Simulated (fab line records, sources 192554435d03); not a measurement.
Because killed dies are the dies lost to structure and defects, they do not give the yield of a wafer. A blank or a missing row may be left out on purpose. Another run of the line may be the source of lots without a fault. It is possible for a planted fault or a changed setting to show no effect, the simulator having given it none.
fab line records    flow n5_finfet
[record] lots = 7  wafers = 39
route steps=1938 shown WELL_APT@48 FIN_SAQP@147 DUMMY_GATE@214 HKMG_FIN@403 MOL_CONTACT_COAG@538 BEOL_M4@1111
start_h: start of the lot's first displayed wafer, in hours after the record's first day    wait_h: hours since the lot's step before    " the same as in the row above    L1.1+2: a single row standing in for several wafers    - value missing, or start not given    * or withheld: withheld    < > ~ a bound
route shown NAME@n: a module of which the file shows steps, and the number in the route of the first    usual: mean/standard deviation taken from wafers without a fault    same: alike in all rows    chamber/n: place in a boat    sites: readings site by site    _std_site: their standard deviation    _edge_site: inner sites' mean taken away from outer sites' mean    radius_mm: for every site, how far away it sits from the centre of the wafer    mask NAME#n: copy n    behind: tool/chamber where the wafer was last shaped    hold: why the lot went on hold/how many hours it stayed there/how the hold came to an end    device: names the non-switching transistor (n, p or np)    end of line: the route-end tests of the same wafers    where a step has no rows: the recipe by itself    killed: dies that structure and defects cost at the first sort, which is not the same as the wafer's yield    map: dies across one wafer; x = killed, . = not, _ = none there
set.NAME: the run value of the setting; set.NAME@STEP: its run value at that earlier step    model.NAME: the simulator's own value behind a step, which no gauge read
one table per step and one row per wafer, for lots whose settings were changed on purpose
[[steps]]
[step N5_WELL_APT_IMPLANT_32]
[recipe] species = BF2  energy_kev = 50  dose_cm2 = 2e+13  tilt_deg = 0  rotation_deg = 0
[step N5_FIN_SAQP_FIN_ETCH_36]
[recipe] chemistry = HBr/Cl2/O2  target_depth_a = 1200  mask_material = SiNx  time_s = 50.4  bias_w = 102  pressure_mtorr = 10  icp_w = 800  HBr_flow_sccm = 150  Cl2_flow_sccm = 80  O2_flow_sccm = 12
[step N5_DUMMY_GATE_ALD_02]
[recipe] material = SiO2  target_thk_a = 20  temp_c = 300  ald_precursor_family = BDEAS  ald_co_reactant = O2-plasma  pulse_time_s = 1  pressure_torr = 2
[step N5_DUMMY_GATE_EXPOSE_12]
[recipe] mask_id = GATE  na = 0.33  source_shape = annular  sigma_inner = 0.2  sigma_outer = 0.6  polarization = unpolarized  target_cd_nm = 25  dose_mj = 34
[step N5_DUMMY_GATE_ETCH_37]
[recipe] chemistry = N2/H2  target = SOC  target_depth_a = 600  overetch_a = 300  temp_c = 40  ion_energy_ev = 200  pressure_mtorr = 30  source_w = 840  bias_w = 150  n2_flow_sccm = 200  h2_flow_sccm = 200
[step N5_DUMMY_GATE_ETCH_31]
[recipe] chemistry = C4F6/O2  target = SiO2  mask_material = SOC  target_depth_a = 825  time_s = 27.5  ion_energy_ev = 250  pressure_mtorr = 30  source_w = 345  bias_w = 185  Ar_flow_sccm = 300  C4F6_flow_sccm = 10  O2_flow_sccm = 10
[step N5_HKMG_FIN_ETCH_55]
[recipe] chemistry = N2/H2  target = SOC  target_depth_a = 2400  temp_c = 40  time_s = 300  ion_energy_ev = 200  mask_material = SiARC  pressure_mtorr = 30  source_w = 840  bias_w = 150  n2_flow_sccm = 200  h2_flow_sccm = 200
[step N5_HKMG_FIN_ETCH_32]
[step N5_MOL_CONTACT_COAG_ETCH_110]
[recipe] chemistry = CF4/O2  target = Si  target_depth_a = 25  time_s = 8  pressure_mtorr = 100  source_w = 200  bias_w = 12  ion_energy_ev = 60  Ar_flow_sccm = 100  cf4_flow_sccm = 100  O2_flow_sccm = 10
[step N5_BEOL_M4_RC_MEAS_101]
[usual] CJ_N = 4.36/0.078  IOFF_N = 0.152/0.027  IOFF_P = 0.20/0.034  IOFF_P_85C = 3.5/0.49
lot.wafer  tool       chamber  start_h  wait_h  set.dose_cm2@WELL_APT_IMPLANT_32  set.bias_w@FIN_SAQP_FIN_ETCH_36  set.temp_c@DUMMY_GATE_ALD_02  set.dose_mj@DUMMY_GATE_EXPOSE_12  set.source_w@DUMMY_GATE_ETCH_37  set.target_depth_a@DUMMY_GATE_ETCH_31  set.h2_flow_sccm@HKMG_FIN_ETCH_55  set.target_depth_a@HKMG_FIN_ETCH_32  set.source_w@MOL_CONTACT_COAG_ETCH_110  CJ_N  IOFF_N[nA/um]  IOFF_P[nA/um]  IOFF_P_85C[nA/um]
L075.1     prober-01  0        167.82   0.0     2e+13                             102                              300                           34                                840                              825                                    200                                2400                                 200                                     4.37  0.147          0.20           3.6
L075.3     "          0        "        "       2e+13                             102                              300                           34                                840                              825                                    200                                2400                                 200                                     4.44  0.148          0.19           3.5
L075.6     "          0        "        "       2e+13                             102                              300                           34                                840                              825                                    200                                2400                                 200                                     4.32  0.126          0.18           3.2
L079.1     prober-02  0        194.14   0.0     2e+13                             85.59                            300                           34                                756                              781                                    200                                2296                                 200                                     4.44  0.178          0.25           4.1
L079.2     "          0        "        "       2e+13                             102                              300                           34                                840                              825                                    200                                2296                                 200                                     4.46  0.175          0.24           4.0
L079.3     "          0        "        "       1.759e+13                         85.59                            300                           36.71                             840                              825                                    200                                2400                                 200                                     4.16  0.271          0.35           5.6
L079.4     "          0        "        "       1.759e+13                         102                              300                           34                                756                              781                                    200                                2400                                 219                                     4.13  0.225          0.30           4.9
L079.5     "          0        "        "       1.759e+13                         85.59                            300                           36.71                             840                              781                                    200                                2296                                 219                                     4.19  0.252          0.33           5.3
L079.6     "          0        "        "       2e+13                             102                              300                           36.71                             756                              825                                    200                                2400                                 219                                     4.43  0.289          0.37           5.7
L088.1     prober-01  0        260.59   0.0     2e+13                             84.75                            300                           35.32                             840                              825                                    200                                2220                                 172.7                                   4.46  0.191          0.25           4.1
L088.2     "          0        "        "       1.662e+13                         84.75                            300                           34                                727.8                            886.2                                  200                                2400                                 172.7                                   3.99  0.164          0.21           3.6
L088.3     "          0        "        "       2e+13                             102                              286.2                         34                                840                              886.2                                  200                                2220                                 200                                     4.47  0.131          0.18           3.1
L088.4     "          0        "        "       1.662e+13                         102                              286.2                         35.32                             727.8                            886.2                                  200                                2220                                 172.7                                   3.96  0.192          0.26           4.3
L088.5     "          0        "        "       2e+13                             102                              300                           34                                727.8                            825                                    200                                2400                                 200                                     4.33  0.176          0.24           4.0
L088.6     "          0        "        "       1.662e+13                         84.75                            286.2                         35.32                             840                              825                                    200                                2400                                 200                                     3.98  0.190          0.24           4.0
L090.1     prober-01  0        261.82   0.0     2e+13                             83.8                             300                           34                                986.1                            825                                    188.2                              2400                                 200                                     4.36  0.144          0.21           3.7
L090.2     "          0        "        "       2e+13                             83.8                             289.9                         33.11                             840                              825                                    188.2                              2275                                 200                                     4.37  0.146          0.20           3.4
L090.3     "          0        "        "       2e+13                             102                              289.9                         33.11                             986.1                            825                                    200                                2275                                 200                                     4.43  0.112          0.16           2.9
L090.4     "          0        "        "       2.263e+13                         102                              300                           33.11                             840                              825                                    200                                2400                                 200                                     4.66  0.098          0.15           2.8
L090.5     "          0        "        "       2.263e+13                         102                              300                           34                                840                              825                                    188.2                              2275                                 200                                     4.63  0.120          0.18           3.1
L090.6     "          0        "        "       2.263e+13                         83.8                             289.9                         34                                986.1                            825                                    200                                2400                                 200                                     4.72  0.149          0.21           3.6
L091.1     prober-01  0        278.95   0.0     2.297e+13                         88.44                            300                           34                                721.5                            825                                    189.9                              2400                                 216.1                                   4.76  0.122          0.17           3.0
L091.2     "          0        "        "       2.297e+13                         102                              300                           34                                840                              825                                    189.9                              2400                                 200                                     4.74  0.140          0.19           3.4
L091.3     "          0        "        "       2e+13                             88.44                            300                           34                                721.5                            825                                    200                                2400                                 200                                     4.36  0.131          0.18           3.2
L091.4     "          0        "        "       2e+13                             88.44                            300                           34                                840                              825                                    189.9                              2400                                 216.1                                   4.41  0.121          0.16           3.0
L091.5     "          0        "        "       2.297e+13                         102                              300                           34                                721.5                            825                                    200                                2400                                 216.1                                   4.73  0.110          0.16           2.9
L091.6     "          0        "        "       2e+13                             102                              300                           34                                840                              825                                    200                                2400                                 200                                     4.44  0.164          0.21           3.7
L096.1     prober-01  0        308.16   0.0     2.39e+13                          102                              300                           34                                840                              721.9                                  200                                2201                                 200                                     4.65  0.120          0.17           3.1
L096.2     "          0        "        "       2e+13                             107.6                            300                           34                                894.3                            825                                    200                                2201                                 200                                     4.29  0.170          0.22           3.9
L096.3     "          0        "        "       2e+13                             102                              300                           34                                894.3                            721.9                                  200                                2400                                 200                                     4.33  0.136          0.18           3.3
L096.4     "          0        "        "       2.39e+13                          102                              300                           34                                894.3                            825                                    200                                2400                                 200                                     4.76  0.154          0.21           3.6
L096.5     "          0        "        "       2.39e+13                          107.6                            300                           34                                840                              825                                    200                                2201                                 200                                     4.65  0.123          0.17           3.1
L096.6     "          0        "        "       2e+13                             107.6                            300                           34                                840                              721.9                                  200                                2400                                 200                                     4.32  0.145          0.20           3.5
L097.1     prober-02  0        318.48   0.0     2e+13                             102                              300                           34                                840                              729.2                                  191.8                              2400                                 200                                     4.43  0.119          0.18           3.2
L097.2     "          0        "        "       2e+13                             88.26                            300                           34                                840                              825                                    200                                2630                                 185.4                                   4.38  0.112          0.18           3.3
L097.3     "          0        "        "       2e+13                             102                              300                           32.69                             970.4                            729.2                                  191.8                              2630                                 185.4                                   4.35  0.090          0.15           2.8
L097.4     "          0        "        "       2e+13                             102                              300                           32.69                             840                              825                                    200                                2630                                 200                                     4.42  0.078          0.13           2.4
L097.5     "          0        "        "       2e+13                             88.26                            300                           32.69                             970.4                            825                                    191.8                              2400                                 200                                     4.42  0.117          0.18           3.2
L097.6     "          0        "        "       2e+13                             88.26                            300                           34                                970.4                            729.2                                  200                                2400                                 185.4                                   4.43  0.102          0.17           3.0
[[key]]
[split] step = N5_WELL_APT_IMPLANT_32  setting = dose_cm2  stated_as = 2e+13
[response] step = N5_BEOL_M4_RC_MEAS_101  reading = CJ_N  slope = +0.0226  per = 1%  together_with = all  explained = 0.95
[split] step = N5_FIN_SAQP_FIN_ETCH_36  setting = bias_w  stated_as = 102
response none clear
[split] step = N5_DUMMY_GATE_ALD_02  setting = temp_c  stated_as = 300
response none clear
[split] step = N5_DUMMY_GATE_EXPOSE_12  setting = dose_mj  stated_as = 34
[response] step = N5_BEOL_M4_RC_MEAS_101  reading = IOFF_P  slope = +0.0102  per = 1%  together_with = all  explained = 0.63
[response] step = N5_BEOL_M4_RC_MEAS_101  reading = IOFF_N  slope = +0.00851  per = 1%  together_with = all  explained = 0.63
[response] step = N5_BEOL_M4_RC_MEAS_101  reading = IOFF_P_85C  slope = +0.141  per = 1%  together_with = all  explained = 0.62
[split] step = N5_DUMMY_GATE_ETCH_37  setting = source_w  stated_as = 840
response none clear
[split] step = N5_DUMMY_GATE_ETCH_31  setting = target_depth_a  stated_as = 825
response none clear
[split] step = N5_HKMG_FIN_ETCH_55  setting = h2_flow_sccm  stated_as = 200
response none clear
[split] step = N5_HKMG_FIN_ETCH_32  setting = target_depth_a  stated_as = 2400
response none clear
[split] step = N5_MOL_CONTACT_COAG_ETCH_110  setting = source_w  stated_as = 200
response none clear
